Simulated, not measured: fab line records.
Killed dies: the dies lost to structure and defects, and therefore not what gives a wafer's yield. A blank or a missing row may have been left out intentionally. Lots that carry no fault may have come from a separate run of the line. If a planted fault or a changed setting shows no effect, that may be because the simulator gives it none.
Chamber matching	flow nandHarc	NHARC_A_M1_DESCUM_14 on rieDiel-01: 4 sister chambers
The step chemistry O2, time 3 s. 8 wafers are shown with their chamber, then 12 later ones without.

== EACH WAFER AND ITS CHAMBER ==
wafer	chamber	drypumpMotorCurrentA (A)	oesProductAu (a.u.)
L081.3	1	6.0	0.995
L082.1	1	6.0	1.004
L082.2	0	5.3	1.022
L087.2	3	6.1	1.008
L087.5	2	5.0	0.995
L086.1	2	5.0	0.992
L086.3	0	5.3	1.004
L086.5	3	6.0	1.000

== WAFERS WITH NO CHAMBER GIVEN ==
wafer	drypumpMotorCurrentA (A)	oesProductAu (a.u.)
L085.3	6.1	1.001
L085.4	5.0	0.976
L085.5	6.0	0.996
L096.1	5.3	0.982
L096.2	6.1	0.991
L096.6	6.1	0.998
L096.3	6.1	1.009
L096.4	5.0	0.987
L096.5	5.3	0.992
L094.2	6.1	0.994
L094.4	5.0	0.984
L094.6	6.1	1.000

== EACH ONE'S CHAMBER ==
wafer	from the rows above	in truth
L085.3	can't be placed: 3 or 1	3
L085.4	2	2
L085.5	can't be placed: 1 or 3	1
L096.1	0	0
L096.2	can't be placed: 3 or 1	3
L096.6	can't be placed: 3 or 1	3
L096.3	can't be placed: 3 or 1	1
L096.4	2	2
L096.5	0	0
L094.2	can't be placed: 3 or 1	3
L094.4	2	2
L094.6	can't be placed: 3 or 1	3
Correct placement for 5 of the 12. From these rows, 7 cannot be placed; in 7 the true chamber is one of the candidates. Wrongly placed: 0.
How it was worked out, from the rows above alone: a wafer's distance from a chamber is the root of the sum, over the readings, of the square of ((its reading less the chamber's mean) divided by the reading's scatter). If the next closest chamber is less than 2 further off than the closest, the wafer can't be placed; otherwise it belongs to the closest. A chamber's mean is the mean of its shown wafers. How the scatter is found: for the shown wafers, subtract from each reading the mean of its chamber, square and add these, divide the total by (wafers less chambers), then take the root.
